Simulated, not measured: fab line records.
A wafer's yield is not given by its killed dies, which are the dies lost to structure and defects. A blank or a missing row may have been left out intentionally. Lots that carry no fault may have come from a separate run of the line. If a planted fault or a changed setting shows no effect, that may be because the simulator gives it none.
Chamber matching / flow n5_finfet / 4 sister chambers for N5_BEOL_M9_STRIP_19 on rie_diel-01
The step strips in O2. 18 wafers are shown with their chamber, then 9 later ones without.

== WAFERS WITH THEIR CHAMBER ==
wafer=L076.2; chamber=2; showerhead_plenum_p_Torr (Torr)=2.09; throttle_valve_pct (%)=16.57; oes_product_au (a.u.)=0.79
wafer=L076.5; chamber=0; showerhead_plenum_p_Torr (Torr)=2.09; throttle_valve_pct (%)=16.99; oes_product_au (a.u.)=0.75
wafer=L076.6; chamber=1; showerhead_plenum_p_Torr (Torr)=2.15; throttle_valve_pct (%)=16.65; oes_product_au (a.u.)=0.69
wafer=L077.2; chamber=3; showerhead_plenum_p_Torr (Torr)=2.01; throttle_valve_pct (%)=16.96; oes_product_au (a.u.)=0.73
wafer=L077.3; chamber=2; showerhead_plenum_p_Torr (Torr)=2.09; throttle_valve_pct (%)=16.55; oes_product_au (a.u.)=0.79
wafer=L077.6; chamber=3; showerhead_plenum_p_Torr (Torr)=2.01; throttle_valve_pct (%)=16.92; oes_product_au (a.u.)=0.74
wafer=L078.2; chamber=3; showerhead_plenum_p_Torr (Torr)=2.01; throttle_valve_pct (%)=16.93; oes_product_au (a.u.)=0.73
wafer=L078.3; chamber=2; showerhead_plenum_p_Torr (Torr)=2.09; throttle_valve_pct (%)=16.57; oes_product_au (a.u.)=0.78
wafer=L078.6; chamber=2; showerhead_plenum_p_Torr (Torr)=2.09; throttle_valve_pct (%)=16.59; oes_product_au (a.u.)=0.79
wafer=L084.3; chamber=2; showerhead_plenum_p_Torr (Torr)=2.09; throttle_valve_pct (%)=16.59; oes_product_au (a.u.)=0.77
wafer=L084.4; chamber=0; showerhead_plenum_p_Torr (Torr)=2.09; throttle_valve_pct (%)=17.00; oes_product_au (a.u.)=0.75
wafer=L084.6; chamber=0; showerhead_plenum_p_Torr (Torr)=2.09; throttle_valve_pct (%)=16.98; oes_product_au (a.u.)=0.75
wafer=L083.1; chamber=0; showerhead_plenum_p_Torr (Torr)=2.09; throttle_valve_pct (%)=17.00; oes_product_au (a.u.)=0.75
wafer=L083.3; chamber=2; showerhead_plenum_p_Torr (Torr)=2.09; throttle_valve_pct (%)=16.59; oes_product_au (a.u.)=0.77
wafer=L083.5; chamber=3; showerhead_plenum_p_Torr (Torr)=2.01; throttle_valve_pct (%)=16.95; oes_product_au (a.u.)=0.72
wafer=L089.2; chamber=2; showerhead_plenum_p_Torr (Torr)=2.09; throttle_valve_pct (%)=16.63; oes_product_au (a.u.)=0.76
wafer=L089.4; chamber=1; showerhead_plenum_p_Torr (Torr)=2.14; throttle_valve_pct (%)=16.70; oes_product_au (a.u.)=0.68
wafer=L089.5; chamber=2; showerhead_plenum_p_Torr (Torr)=2.08; throttle_valve_pct (%)=16.62; oes_product_au (a.u.)=0.76

SIGNATURES, as means of the wafers listed above
reading=showerhead_plenum_p_Torr; chamber 0=2.0900; chamber 1=2.1450; chamber 2=2.0888; chamber 3=2.0100; scatter within a chamber=0.00313
reading=throttle_valve_pct; chamber 0=16.9925; chamber 1=16.6750; chamber 2=16.5888; chamber 3=16.9400; scatter within a chamber=0.023
reading=oes_product_au; chamber 0=0.7500; chamber 1=0.6850; chamber 2=0.7762; chamber 3=0.7300; scatter within a chamber=0.0101
Rule: distance of a wafer from a chamber = root of the sum over the readings of ((wafer's reading minus chamber's mean) / reading's scatter) squared. If the next closest chamber is less than 2 further off than the closest, the wafer can't be placed; otherwise it belongs to the closest. The scatter: the root of (the sum of the squares of (reading less its chamber's mean) over the shown wafers, divided by (wafers less chambers)).

== WAFERS WITHOUT THEIR CHAMBER ==
wafer=L092.1; showerhead_plenum_p_Torr (Torr)=2.14; throttle_valve_pct (%)=16.69; oes_product_au (a.u.)=0.69
wafer=L092.2; showerhead_plenum_p_Torr (Torr)=2.08; throttle_valve_pct (%)=16.63; oes_product_au (a.u.)=0.76
wafer=L092.3; showerhead_plenum_p_Torr (Torr)=2.08; throttle_valve_pct (%)=17.02; oes_product_au (a.u.)=0.73
wafer=L094.3; showerhead_plenum_p_Torr (Torr)=2.08; throttle_valve_pct (%)=17.07; oes_product_au (a.u.)=0.73
wafer=L094.5; showerhead_plenum_p_Torr (Torr)=2.08; throttle_valve_pct (%)=16.63; oes_product_au (a.u.)=0.76
wafer=L094.6; showerhead_plenum_p_Torr (Torr)=2.00; throttle_valve_pct (%)=17.00; oes_product_au (a.u.)=0.71
wafer=L097.1; showerhead_plenum_p_Torr (Torr)=2.08; throttle_valve_pct (%)=17.06; oes_product_au (a.u.)=0.73
wafer=L097.3; showerhead_plenum_p_Torr (Torr)=2.08; throttle_valve_pct (%)=16.64; oes_product_au (a.u.)=0.75
wafer=L097.6; showerhead_plenum_p_Torr (Torr)=2.08; throttle_valve_pct (%)=16.65; oes_product_au (a.u.)=0.74

== THE CHAMBER EACH PASSED THROUGH ==
wafer=L092.1; from the rows above=1; in truth=1
wafer=L092.2; from the rows above=2; in truth=2
wafer=L092.3; from the rows above=0; in truth=0
wafer=L094.3; from the rows above=0; in truth=0
wafer=L094.5; from the rows above=2; in truth=2
wafer=L094.6; from the rows above=3; in truth=3
wafer=L097.1; from the rows above=0; in truth=0
wafer=L097.3; from the rows above=2; in truth=2
wafer=L097.6; from the rows above=2; in truth=2
Correct placement for 9 of the 9. Number that these rows cannot place: 0. Placed wrongly: 0.
